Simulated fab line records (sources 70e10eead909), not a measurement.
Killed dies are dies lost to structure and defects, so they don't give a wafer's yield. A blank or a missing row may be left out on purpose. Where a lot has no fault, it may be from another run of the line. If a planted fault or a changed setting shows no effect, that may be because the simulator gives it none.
Chamber matching | flow nand-harc | rie-diel-12 running NHARC_A_STAIRCASE_ETCH_169: 4 sister chambers
The step etches the open film in CH3F/O2, target depth 50 nm, time 107.1 s. 4 wafers are shown with their chamber, then 7 later ones without.

## EACH WAFER AND ITS CHAMBER
wafer  | chamber | showerhead-plenum-p-Torr (Torr)
L082.5 | 2       | 2.31
L081.3 | 3       | 2.31
L085.2 | 0       | 2.64
L085.3 | 1       | 2.37

## WAFERS WITH NO CHAMBER GIVEN
wafer  | showerhead-plenum-p-Torr (Torr)
L085.6 | 2.30
L097.1 | 2.64
L097.3 | 2.37
L097.6 | 2.30
L096.1 | 2.29
L096.2 | 2.30
L096.4 | 2.64

## WHICH CHAMBER EACH ONE RAN IN
wafer  | from the rows above     | in truth
L085.6 | can't be placed: 2 or 3 | 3
L097.1 | 0                       | 0
L097.3 | 1                       | 1
L097.6 | can't be placed: 2 or 3 | 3
L096.1 | can't be placed: 2 or 3 | 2
L096.2 | can't be placed: 2 or 3 | 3
L096.4 | 0                       | 0
3 of 7 placed correctly. Cannot be placed on the basis of these rows: 4; the candidates contain the true chamber in 4. Placed wrongly: 0.
How it was worked out, from the rows above alone: a wafer's distance from a chamber is the root of the sum, over the readings, of the square of ((its reading less the chamber's mean) divided by the reading's scatter). The wafer belongs to the nearest chamber; if the next one is less than 2 further off, it can't be placed. For every chamber, the mean is computed from those of its wafers that are shown. The scatter: root of mean squared gap, hidden wafer to nearest shown wafer, with one shown wafer a chamber.
